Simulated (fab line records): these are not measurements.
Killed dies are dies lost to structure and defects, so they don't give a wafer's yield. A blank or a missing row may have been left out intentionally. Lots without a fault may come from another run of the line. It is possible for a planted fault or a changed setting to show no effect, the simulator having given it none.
Which tool did it? ; flow n5_finfet ; 72 wafers from 24 lots sampled at 5 of the route's 1938 steps

== WHAT EACH GAUGE READ, for each wafer ==
N5_BEOL_M9_RS_MEAS_57: uses a four-point probe to measure.
lot;measured;on;M9_RS (ohm/sq)
L074;day 10 03:53;film_metro-02;0.151 0.148 0.148
L075;day 10 09:53;film_metro-02;0.157 0.154 0.152
L076;day 10 10:59;film_metro-01;0.150 0.147 0.151
L077;day 10 18:31;film_metro-02;0.153 0.155 0.152
L078;day 11 04:43;film_metro-02;0.154 0.152 0.154
L079;day 11 13:53;film_metro-01;0.157 0.155 0.154
L081;day 11 22:13;film_metro-01;0.148 0.153 0.150
L080;day 12 21:22;film_metro-02;0.161 0.150 0.159
L083;day 13 00:08;film_metro-01;0.157 0.156 0.162
L082;day 13 09:01;film_metro-01;0.150 0.152 0.151
L085;day 13 12:33;film_metro-02;0.150 0.159 0.157
L086;day 13 21:38;film_metro-01;0.151 0.154 0.154
L087;day 13 21:55;film_metro-02;0.160 0.154 0.150
L084;day 14 02:55;film_metro-02;0.152 0.152 0.152
L089;day 14 21:19;film_metro-02;0.152 0.156 0.151
L088;day 15 00:17;film_metro-02;0.158 0.156 0.159
L091;day 15 02:17;film_metro-02;0.156 0.150 0.155
L094;day 15 06:39;film_metro-01;0.157 0.156 0.156
L090;day 15 18:29;film_metro-02;0.163 0.150 0.149
L096;day 16 00:57;film_metro-02;0.160 0.160 0.156
L092;day 16 01:44;film_metro-02;0.154 0.149 0.155
L093;day 16 03:41;film_metro-01;0.158 0.159 0.154
L095;day 16 08:16;film_metro-02;0.157 0.152 0.155
L097;day 16 15:20;film_metro-02;0.150 0.153 0.155

N5_BEOL_M10_THK_MEAS_01.
lot;measured;on;M10_ILD_THK (nm)
L074;day 10 04:32;film_metro-02;254 266 271
L075;day 10 11:01;film_metro-02;268 261 271
L076;day 10 12:07;film_metro-02;268 273 275
L077;day 10 19:10;film_metro-02;261 272 266
L078;day 11 05:22;film_metro-01;267 265 274
L079;day 11 15:01;film_metro-02;266 264 271
L081;day 11 23:13;film_metro-01;265 268 264
L080;day 12 22:01;film_metro-01;265 269 273
L083;day 13 01:16;film_metro-01;266 270 268
L082;day 13 10:09;film_metro-01;261 264 267
L085;day 13 13:14;film_metro-01;269 273 271
L086;day 13 22:17;film_metro-01;260 258 266
L087;day 13 22:34;film_metro-01;266 268 269
L084;day 14 03:34;film_metro-01;263 269 269
L089;day 14 21:58;film_metro-02;266 266 272
L088;day 15 00:56;film_metro-01;264 265 269
L091;day 15 02:56;film_metro-02;269 264 266
L094;day 15 07:23;film_metro-01;257 264 263
L090;day 15 19:37;film_metro-01;266 265 273
L096;day 16 01:37;film_metro-01;263 268 269
L092;day 16 02:53;film_metro-01;263 271 266
L093;day 16 04:49;film_metro-02;273 271 276
L095;day 16 08:55;film_metro-02;263 267 266
L097;day 16 15:59;film_metro-02;264 267 265

N5_BEOL_M10_INSPECT_30: inspects for defects (brightfield).
lot;measured;on;raw_defect_count
L074;day 10 08:10;defect_inspect-01;328 453 386
L075;day 10 15:44;defect_inspect-01;381 515 469
L076;day 10 16:25;defect_inspect-01;603 433 640
L077;day 10 22:39;defect_inspect-02;396 451 402
L078;day 11 08:44;defect_inspect-01;497 418 594
L079;day 11 16:57;defect_inspect-02;323 309 253
L081;day 12 06:17;defect_inspect-02;408 307 373
L080;day 13 02:01;defect_inspect-01;319 431 342
L083;day 13 04:14;defect_inspect-01;454 368 427
L082;day 13 13:49;defect_inspect-01;428 431 462
L085;day 13 15:50;defect_inspect-01;417 538 538
L086;day 14 03:48;defect_inspect-02;465 619 384
L087;day 14 03:58;defect_inspect-02;306 352 376
L084;day 14 06:45;defect_inspect-02;542 538 420
L089;day 15 00:22;defect_inspect-01;621 469 401
L088;day 15 03:17;defect_inspect-02;362 339 323
L091;day 15 05:36;defect_inspect-01;383 475 443
L094;day 15 14:47;defect_inspect-02;321 271 279
L090;day 15 22:53;defect_inspect-01;392 336 551
L096;day 16 06:13;defect_inspect-02;462 478 340
L092;day 16 06:34;defect_inspect-02;262 198 302
L093;day 16 07:31;defect_inspect-01;422 422 365
L095;day 16 12:44;defect_inspect-01;334 352 341
L097;day 16 18:29;defect_inspect-02;352 376 249

== EACH LOT AND THE TOOL THAT RAN IT (in order: tool; ch and the chambers of the sampled wafers; start) ==
lot;N5_BEOL_M10_ILD_DEP_00;N5_BEOL_M10_PECVD_70
L074;pecvd-02 ch 0,1,2, day 10 03:56;pecvd-03 ch 0,1,2, day 10 04:34
L075;pecvd-02 ch 1,2, day 10 09:56;pecvd-01 ch 0,1, day 10 11:04
L076;pecvd-03 ch 0,1,2, day 10 11:02;pecvd-03 ch 0,1,2, day 10 12:09
L077;pecvd-01 ch 0,1,2, day 10 18:35;pecvd-01 ch 1,2, day 10 19:13
L078;pecvd-02 ch 1,2, day 11 04:46;pecvd-01 ch 0,1,2, day 11 05:25
L079;pecvd-03 ch 1,2, day 11 13:57;pecvd-01 ch 0,1,2, day 11 15:03
L081;pecvd-02 ch 0,2, day 11 22:17;pecvd-02 ch 1,2, day 11 23:14
L080;pecvd-01 ch 0,1,2, day 12 21:25;pecvd-01 ch 0,1, day 12 22:03
L083;pecvd-01 ch 0,2, day 13 00:11;pecvd-01 ch 0,2, day 13 01:18
L082;pecvd-02 ch 0,1, day 13 09:05;pecvd-03 ch 0,2, day 13 10:11
L085;pecvd-02 ch 2, day 13 12:37;pecvd-02 ch 1,2, day 13 13:16
L086;pecvd-02 ch 0,1,2, day 13 21:42;pecvd-02 ch 0,1, day 13 22:19
L087;pecvd-03 ch 0,1, day 13 21:58;pecvd-02 ch 1,2, day 13 22:36
L084;pecvd-01 ch 0,1, day 14 02:59;pecvd-03 ch 1,2, day 14 03:37
L089;pecvd-02 ch 0,1,2, day 14 21:25;pecvd-01 ch 0,1,2, day 14 22:01
L088;pecvd-02 ch 0,1,2, day 15 00:21;pecvd-01 ch 1,2, day 15 00:59
L091;pecvd-03 ch 0,1,2, day 15 02:21;pecvd-01 ch 0,1,2, day 15 02:59
L094;pecvd-02 ch 0,1, day 15 06:43;pecvd-03 ch 0,1, day 15 07:26
L090;pecvd-01 ch 0,1, day 15 18:33;pecvd-01 ch 1,2, day 15 19:40
L096;pecvd-02 ch 0,1,2, day 16 01:01;pecvd-02 ch 0,1, day 16 01:38
L092;pecvd-02 ch 1,2, day 16 01:48;pecvd-02 ch 0,1,2, day 16 02:55
L093;pecvd-01 ch 0,1,2, day 16 03:45;pecvd-03 ch 0,1,2, day 16 04:52
L095;pecvd-02 ch 1,2, day 16 08:19;pecvd-01 ch 0,1,2, day 16 08:57
L097;pecvd-02 ch 0,1,2, day 16 15:23;pecvd-02 ch 0,1,2, day 16 16:01
- N5_BEOL_M10_ILD_DEP_00: deposits SiCOH lowk from DEMS/porogen, target thk 308.51 nm, time 58 s.
- N5_BEOL_M10_PECVD_70: deposits SiO2 from TEOS/O2, target thk 20 nm, time 22.7 s.

== AS READ BY THE TOOLS THEMSELVES (means over the sampled wafers that have a number; for cases with no such wafer, the mark the record gives instead) ==
N5_BEOL_M10_ILD_DEP_00.
lot;tool;heater_power_w (W);showerhead_plenum_p_Torr (Torr);throttle_valve_pct (%)
L074;pecvd-02;335;5.737;13.7
L075;pecvd-02;359;5.730;13.8
L076;pecvd-03;327;5.747;14.0
L077;pecvd-01;301;5.740;13.4
L078;pecvd-02;363;5.735;13.7
L079;pecvd-03;317;5.739;14.0
L081;pecvd-02;290;5.726;13.4
L080;pecvd-01;305;5.734;13.3
L083;pecvd-01;345;5.756;13.0
L082;pecvd-02;286;5.741;13.2
L085;pecvd-02;348;5.727;13.9
L086;pecvd-02;311;5.736;13.4
L087;pecvd-03;385;5.761;14.1
L084;pecvd-01;308;5.738;13.7
L089;pecvd-02;321;5.735;13.7
L088;pecvd-02;303;5.738;13.5
L091;pecvd-03;320;5.744;14.1
L094;pecvd-02;374;5.736;13.4
L090;pecvd-01;297;5.750;13.8
L096;pecvd-02;348;5.731;13.6
L092;pecvd-02;405;5.730;14.0
L093;pecvd-01;298;5.739;13.4
L095;pecvd-02;350;5.734;13.8
L097;pecvd-02;312;5.729;13.5

N5_BEOL_M10_PECVD_70.
lot;tool;heater_power_w (W);showerhead_plenum_p_Torr (Torr);throttle_valve_pct (%)
L074;pecvd-03;762;8.80;22.3
L075;pecvd-01;713;8.82;22.2
L076;pecvd-03;735;8.80;22.4
L077;pecvd-01;710;8.80;20.9
L078;pecvd-01;665;8.82;21.4
L079;pecvd-01;727;8.81;21.4
L081;pecvd-02;864;8.78;22.5
L080;pecvd-01;679;8.77;22.0
L083;pecvd-01;764;8.85;21.9
L082;pecvd-03;800;8.84;22.1
L085;pecvd-02;819;8.76;22.3
L086;pecvd-02;744;8.80;22.2
L087;pecvd-02;848;8.79;22.6
L084;pecvd-03;692;8.71;22.4
L089;pecvd-01;717;8.81;21.6
L088;pecvd-01;756;8.80;20.9
L091;pecvd-01;693;8.79;21.6
L094;pecvd-03;827;8.87;22.9
L090;pecvd-01;740;8.80;21.0
L096;pecvd-02;706;8.78;21.5
L092;pecvd-02;804;8.76;21.9
L093;pecvd-03;820;8.79;22.6
L095;pecvd-01;724;8.80;21.7
L097;pecvd-02;766;8.78;21.9

== THE ANSWER, worked out from the rows above alone ==
Rule: usual is defined by the lots themselves. The widest of any qualifying gaps counts: lots, ordered by their means at a reading, are off when they make up no more than a third of the lots, leave a main group of 4 or more, and stand apart from it by 3 or more times the standard deviation of that group's means. If all means in a main group match to the digits the tables above print for the reading, that group is not used. Also off: a lot with no number at a reading for which 4 or more lots have one. Any other lot the step has rows for is counted as sound. The gauges are gone through in route order, then the tools' own readings, and for those a lot's mean is taken as printed above. At the first step where some lot is off, the reading lying furthest off is the one used; lots without a number count as furthest.
No lot is off at any reading shown: from this, nothing can be told.

== WHAT THE SIMULATOR PUT IN ==
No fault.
